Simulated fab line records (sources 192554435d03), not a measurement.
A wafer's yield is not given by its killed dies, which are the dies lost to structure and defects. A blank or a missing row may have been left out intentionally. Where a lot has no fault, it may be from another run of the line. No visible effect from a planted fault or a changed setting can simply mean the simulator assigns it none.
Chamber matching + flow n5 finfet + ald sin-02 running N5_BEOL_M1_ALD_98: 4 sister chambers
The step deposits SiO2, target thk 2.5 nm, pulse time 1 s, co reactant pulse time 1 s. 8 wafers are shown with their chamber, then 12 later ones without.

WAFERS PAIRED WITH THEIR CHAMBERS
| wafer  | chamber | heater power w (W) | precursor pulse height rel |
|--------|---------|--------------------|----------------------------|
| L085.6 | 3       | 87                 | 0.986                      |
| L086.1 | 0       | 76                 | 1.007                      |
| L086.4 | 1       | 68                 | 1.028                      |
| L087.5 | 3       | 87                 | 0.993                      |
| L087.6 | 2       | 80                 | 0.989                      |
| L088.3 | 2       | 78                 | 0.998                      |
| L088.4 | 0       | 74                 | 1.008                      |
| L088.6 | 1       | 67                 | 0.959                      |

WAFERS MISSING THEIR CHAMBER
| wafer  | heater power w (W) | precursor pulse height rel |
|--------|--------------------|----------------------------|
| L089.1 | 77                 | 1.029                      |
| L089.2 | 74                 | 0.998                      |
| L089.3 | 69                 | 1.017                      |
| L089.4 | 85                 | 0.974                      |
| L089.5 | 67                 | 0.992                      |
| L089.6 | 75                 | 0.973                      |
| L090.2 | 68                 | 1.013                      |
| L090.4 | 87                 | 1.013                      |
| L090.6 | 69                 | 0.994                      |
| L097.2 | 73                 | 1.000                      |
| L097.4 | 87                 | 0.990                      |
| L097.6 | 86                 | 0.997                      |

THE CHAMBER EACH PASSED THROUGH
| wafer  | from the rows above     | in truth |
|--------|-------------------------|----------|
| L089.1 | can't be placed: 0 or 2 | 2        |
| L089.2 | 0                       | 0        |
| L089.3 | 1                       | 1        |
| L089.4 | 3                       | 3        |
| L089.5 | 1                       | 1        |
| L089.6 | 0                       | 0        |
| L090.2 | 1                       | 1        |
| L090.4 | 3                       | 3        |
| L090.6 | 1                       | 1        |
| L097.2 | 0                       | 0        |
| L097.4 | 3                       | 3        |
| L097.6 | 3                       | 3        |
Correctly placed: 11 of 12. Not placeable from these rows: 1 (in 1, the candidates include the true chamber). Wrongly placed: 0.
How it was worked out, from the rows above alone: a wafer's distance from a chamber is the root of the sum, over the readings, of the square of ((its reading less the chamber's mean) divided by the reading's scatter). The wafer belongs to the nearest chamber; if the next one is less than 2 further off, it can't be placed. The mean given for a chamber averages the wafers shown for that chamber. The scatter: the root of (the sum of the squares of (reading less its chamber's mean) over the shown wafers, divided by (wafers less chambers)).
